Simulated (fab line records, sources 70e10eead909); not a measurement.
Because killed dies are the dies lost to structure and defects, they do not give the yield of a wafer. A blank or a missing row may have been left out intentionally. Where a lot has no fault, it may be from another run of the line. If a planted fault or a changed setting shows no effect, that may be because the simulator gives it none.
Chamber matching -- flow nand_harc -- NHARC_A_BONDPAD_CMP_29 on cmp-01 has 4 sister chambers
The step polishes SiCN, target thk 200 nm. 4 wafers are shown with their chamber, then 7 later ones without.

== WAFERS, EACH WITH ITS CHAMBER ==
wafer,chamber,motor_current_A (A)
L079.6,3,14.7
L078.2,0,12.1
L080.3,2,12.5
L080.5,1,11.0

== WAFERS WITH NO CHAMBER GIVEN ==
wafer,motor_current_A (A)
L080.6,11.8
L082.1,14.3
L082.4,11.0
L082.5,14.2
L097.2,12.1
L097.4,14.9
L097.5,14.9

== EACH ONE'S CHAMBER ==
wafer,from the rows above,in truth
L080.6,can't be placed: 0 or 2 or 1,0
L082.1,3,3
L082.4,1,1
L082.5,3,3
L097.2,can't be placed: 0 or 2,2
L097.4,3,3
L097.5,3,3
Correct placement for 5 of the 7. These rows do not allow placing 2 (true chamber among the candidates in 2). 0 placed wrongly.
How it was worked out, from the rows above alone: a wafer's distance from a chamber is the root of the sum, over the readings, of the square of ((its reading less the chamber's mean) divided by the reading's scatter). If the next closest chamber is less than 2 further off than the closest, the wafer can't be placed; otherwise it belongs to the closest. A chamber's mean is the mean of its shown wafers. The scatter: with one shown wafer a chamber, the root of the mean of the squares of how far each hidden wafer lies from its nearest shown one.
